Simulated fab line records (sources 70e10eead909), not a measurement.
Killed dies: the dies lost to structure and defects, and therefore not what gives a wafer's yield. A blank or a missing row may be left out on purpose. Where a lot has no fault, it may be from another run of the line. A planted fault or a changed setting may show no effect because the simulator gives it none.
Code-filled problem report in 8D (eight disciplines) form / flow nand_harc / the parts of the form that need people (team, actions taken, sign-off) are left out

## 1. WHAT WENT WRONG
Wafers without a fault read 6.0, standard deviation 2.6; raw_defect_count at NHARC_A_CHANNEL_HOLE_D1_INSPECT_12 reads a mean of 437.3 on 9 wafers belonging to 3 lots. That is +99 or more standard deviations from the usual mean.
Seen first at day 12 05:22 on defect_inspect-01, wafer L172.1. Wafers with a number at this step in the record: 36, from 12 lots. By rule, "out" or "out of limits" means more than 4 standard deviations away from the usual mean. Any other wafer with a number is counted as sound.

## 2. WHAT IT IS, AND WHAT IT ISN'T
question=which readings at this step; is=raw_defect_count; is not=-
question=which lots; is=L172, L174, L176; is not=L158, L160, L161, L162, L164, L165, L166, L168, L171
question=which wafers of those lots; is=all that have a number; is not=-
question=read on which gauges; is=defect_inspect-01, defect_inspect-02; is not=-
question=when; is=from day 12 05:22; is not=up to then (27 sound wafers)

## 3. WHAT RULES OUT EACH SUSPECT
Counting: a tool stays on the suspect list if, at a process step up to the reading, it processed all lots that are out and no sound lot following the first of them.
- the gauge at NHARC_A_CHANNEL_HOLE_D1_INSPECT_12: ruled out. 2 gauges (defect_inspect-01, defect_inspect-02) read the wafers that are out.
- pecvd-03 at NHARC_A_CHANNEL_HOLE_D1_DEP_01 (deposits SiON, target thk 140 nm): kept. All lots that are out passed through it, beginning with L172 at day 12 04:32, and no sound lot followed; its final sound lot before that point was L168 at day 11 12:35.
Remaining after the count: pecvd-03 at NHARC_A_CHANNEL_HOLE_D1_DEP_01.

## 4. THE CAUSE (what the simulator had put in)
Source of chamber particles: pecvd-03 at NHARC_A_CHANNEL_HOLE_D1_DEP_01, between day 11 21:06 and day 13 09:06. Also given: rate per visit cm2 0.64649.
Only this tool survived the counting.

## 5. THE CHAIN OF EFFECTS, in route order
Rows list readings where the struck wafers' mean (over those with a number) sits beyond 3 standard deviations from the usual. Readings are gone through only where the record gives a usual standard deviation; hours: the median, over the lots, of the time from a lot's start at the first step in this table giving one to that lot's start at this step; sigmas: the change measured in usual standard deviations.
hours=0; step=NHARC_A_CHANNEL_HOLE_D1_INSPECT_12; reading=raw_defect_count; usual=6.0; on struck wafers=437.3; change=+431.3; sigmas=+99 or more
hours=7; step=NHARC_A_CHANNEL_HOLE_D1_INSPECT_40; reading=raw_defect_count; usual=61; on struck wafers=484; change=+423; sigmas=+25
hours=263; step=NHARC_END_SORT_01; reading=killed_at_array; usual=29; on struck wafers=103; change=+74; sigmas=+6.7
hours=263; step=NHARC_END_SORT_01; reading=killed_dies; usual=32; on struck wafers=108; change=+76; sigmas=+6.9

## 6. HOW IT WOULD HAVE BEEN CAUGHT EARLIER
The first out-of-limits reading at a measuring or inspecting step in this record came at day 12 05:22, 8 hours after the fault's start at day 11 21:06.
An alarm limit of 4 standard deviations would not have fired on the tool readings at NHARC_A_CHANNEL_HOLE_D1_DEP_01 for which the record gives a usual standard deviation, since none of them was out on any struck wafer.
Among the 3 lots that are out, L176, L174 began NHARC_A_CHANNEL_HOLE_D1_DEP_01 on pecvd-03 after day 12 05:22. A hold on the tool at that time would have spared those 2.
